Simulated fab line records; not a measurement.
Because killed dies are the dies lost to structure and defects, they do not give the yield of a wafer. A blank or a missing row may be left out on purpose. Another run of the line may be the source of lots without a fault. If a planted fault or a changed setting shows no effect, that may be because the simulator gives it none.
Which tool was responsible? + flow nand harc + 14 lots, 42 wafers sampled, at 3 steps of a route of 1302

## WHAT EACH GAUGE READ, for each wafer
NHARC_A_ONON_D1_THK_MEAS_30: measures by ellipsometry. Usual: thk nm reads 996 nm (standard deviation 8.4).
| lot  | measured     | on            | thk nm (nm)    | flag |
|------|--------------|---------------|----------------|------|
| L819 | day 10 00:05 | film metro-01 | 1005 1005 1003 |      |
| L820 | day 10 18:19 | film metro-01 | 998 997 998    |      |
| L821 | day 10 18:37 | film metro-02 | 977 977 975    |      |
| L823 | day 11 22:06 | film metro-01 | 1008 1007 1008 |      |
| L824 | day 12 05:37 | film metro-01 | 1010 1010 1010 |      |
| L825 | day 12 20:17 | film metro-02 | 991 992 993    |      |
| L827 | day 13 10:38 | film metro-01 | 1001 1003 1002 |      |
| L831 | day 15 02:56 | film metro-02 | 1006 1006 1006 |      |
| L832 | day 15 11:51 | film metro-01 | 1050 1051 1051 | OFF  |
| L834 | day 16 07:48 | film metro-01 | 1066 1066 1067 | OFF  |
| L836 | day 16 21:37 | film metro-01 | 1003 1002 1004 |      |
| L835 | day 17 01:29 | film metro-01 | 993 993 995    |      |
| L837 | day 17 12:44 | film metro-02 | 989 989 989    |      |
| L838 | day 18 04:40 | film metro-01 | 991 991 992    |      |

## TOOL THAT RAN EACH LOT (tool first, then ch and the chambers of the sampled wafers, then the start)
| lot  | NHARC_P_BONDPAD_ETCH_24                       | NHARC_A_ONON_D1_DEP_28           |
|------|-----------------------------------------------|----------------------------------|
| L819 | rie diel-12 ch 1,2, day 9 23:38 or earlier    | pecvd onon-04 ch 0, day 9 23:38  |
| L820 | rie diel-05 ch 2,3, day 8 23:44               | pecvd onon-04 ch 0, day 10 17:52 |
| L821 | rie diel-05 ch 0,2,3, day 9 04:15             | pecvd onon-02 ch 0, day 10 18:14 |
| L823 | rie diel-05 ch 0,3, day 11 21:39 or earlier   | pecvd onon-03 ch 0, day 11 21:39 |
| L824 | rie diel-12 ch 0,2,3, day 12 05:06 or earlier | pecvd onon-03 ch 0, day 12 05:06 |
| L825 | rie diel-12 ch 0,2,3, day 12 19:56 or earlier | pecvd onon-03 ch 0, day 12 19:56 |
| L827 | rie diel-05 ch 0,3, day 13 10:11 or earlier   | pecvd onon-02 ch 0, day 13 10:11 |
| L831 | rie diel-12 ch 2,3, day 15 02:26 or earlier   | pecvd onon-03 ch 0, day 15 02:26 |
| L832 | rie diel-08 ch 0,2, day 15 11:24 or earlier   | pecvd onon-03 ch 0, day 15 11:24 |
| L834 | rie diel-05 ch 1,2,3, day 16 07:21 or earlier | pecvd onon-03 ch 0, day 16 07:21 |
| L836 | rie diel-08 ch 0,2, day 16 21:07 or earlier   | pecvd onon-04 ch 0, day 16 21:07 |
| L835 | rie diel-12 ch 0,1,2, day 17 00:58 or earlier | pecvd onon-02 ch 0, day 17 00:58 |
| L837 | rie diel-05 ch 1,2,3, day 17 12:13 or earlier | pecvd onon-04 ch 0, day 17 12:13 |
| L838 | rie diel-05 ch 0,3, day 18 04:13 or earlier   | pecvd onon-02 ch 0, day 18 04:13 |
- NHARC_P_BONDPAD_ETCH_24: etches the open film in CF4/N2, target depth 30 nm, time 72.99 s.
- NHARC_A_ONON_D1_DEP_28: target thk 1000 nm.

## WHAT THE TOOLS THEMSELVES READ (means of the sampled wafers that have a number; where no wafer has one, the mark that the record gives instead)
NHARC_P_BONDPAD_ETCH_24. Usual: drypump motor current A 5.6 A, standard deviation 0.43; mfc ar sccm 150.1 sccm, standard deviation 0.41; oes product au 1.002 a.u., standard deviation 0.011; rf vpp V 314.6 V, standard deviation 2.2; showerhead plenum p Torr 2.65 Torr, standard deviation 0.12; throttle valve pct 19.793 %, standard deviation 0.009.
| lot  | tool        | drypump motor current A (A) | mfc ar sccm (sccm) | oes product au (a.u.) | rf vpp V (V) | showerhead plenum p Torr (Torr) | throttle valve pct (%) | flag |
|------|-------------|-----------------------------|--------------------|-----------------------|--------------|---------------------------------|------------------------|------|
| L819 | rie diel-12 | 5.7                         | 149.7              | 1.000                 | 314.8        | 2.64                            | 19.799                 |      |
| L820 | rie diel-05 | 5.7                         | 149.9              | 1.007                 | 316.6        | 2.81                            | 19.792                 |      |
| L821 | rie diel-05 | 5.8                         | 150.2              | 0.998                 | 315.5        | 2.71                            | 19.798                 |      |
| L823 | rie diel-05 | 5.9                         | 150.0              | 0.987                 | 314.5        | 2.61                            | 19.790                 |      |
| L824 | rie diel-12 | 5.1                         | 149.9              | 0.989                 | 315.3        | 2.69                            | 19.797                 |      |
| L825 | rie diel-12 | 5.1                         | 150.1              | 0.991                 | 315.7        | 2.69                            | 19.788                 |      |
| L827 | rie diel-05 | 5.9                         | 150.4              | 0.998                 | 313.6        | 2.61                            | 19.790                 |      |
| L831 | rie diel-12 | 5.0                         | 150.0              | 1.008                 | 315.0        | 2.68                            | 19.788                 |      |
| L832 | rie diel-08 | 5.4                         | 150.1              | 1.008                 | 312.9        | 2.54                            | 19.789                 |      |
| L834 | rie diel-05 | 5.8                         | 150.1              | 1.001                 | 316.5        | 2.76                            | 19.793                 |      |
| L836 | rie diel-08 | 5.5                         | 149.8              | 1.011                 | 313.9        | 2.54                            | 19.788                 |      |
| L835 | rie diel-12 | 5.4                         | 150.1              | 0.997                 | 314.8        | 2.67                            | 19.798                 |      |
| L837 | rie diel-05 | 5.8                         | 149.4              | 1.005                 | 316.1        | 2.76                            | 19.795                 |      |
| L838 | rie diel-05 | 5.8                         | 150.1              | 1.002                 | 313.7        | 2.61                            | 19.787                 |      |

## THE ANSWER, worked out from the rows above alone
Rule: lot off if the mean of its wafers having a number is beyond 3 standard deviations from the usual mean. A lot without any number at a reading at which 4 lots or more have one is off too. Where the step has rows for the other lots, those lots are counted as sound. The gauges are gone through in route order, then the tools' own readings, and for those a lot's mean is taken as printed above. The first step at which some lot is off is used, and at that step the reading that is off furthest; a lot without a number counts as furthest.
Off: L832, L834, at NHARC_A_ONON_D1_THK_MEAS_30 (thk nm).
A tool fits if, at a process step before that reading, it ran every lot that is off, and no sound lot after the first of them. The gauges at NHARC_A_ONON_D1_THK_MEAS_30 are tried like those tools. NHARC_P_BONDPAD_ETCH_24 gives no start for some lots, so the hours and the order of its lots are those of NHARC_A_ONON_D1_DEP_28. One fits: pecvd onon-03 at NHARC_A_ONON_D1_DEP_28. Its last sound lot is L831 (day 15 02:26), its first lot that is off L832 (day 15 11:24): a fault that began between those two fits.

## WHAT HAD BEEN PUT IN BY THE SIMULATOR
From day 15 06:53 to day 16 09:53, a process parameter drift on pecvd onon-03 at NHARC_A_ONON_D1_DEP_28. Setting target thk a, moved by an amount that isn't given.
Lots struck among those shown: L832, L834. This agrees with what the rule above found.
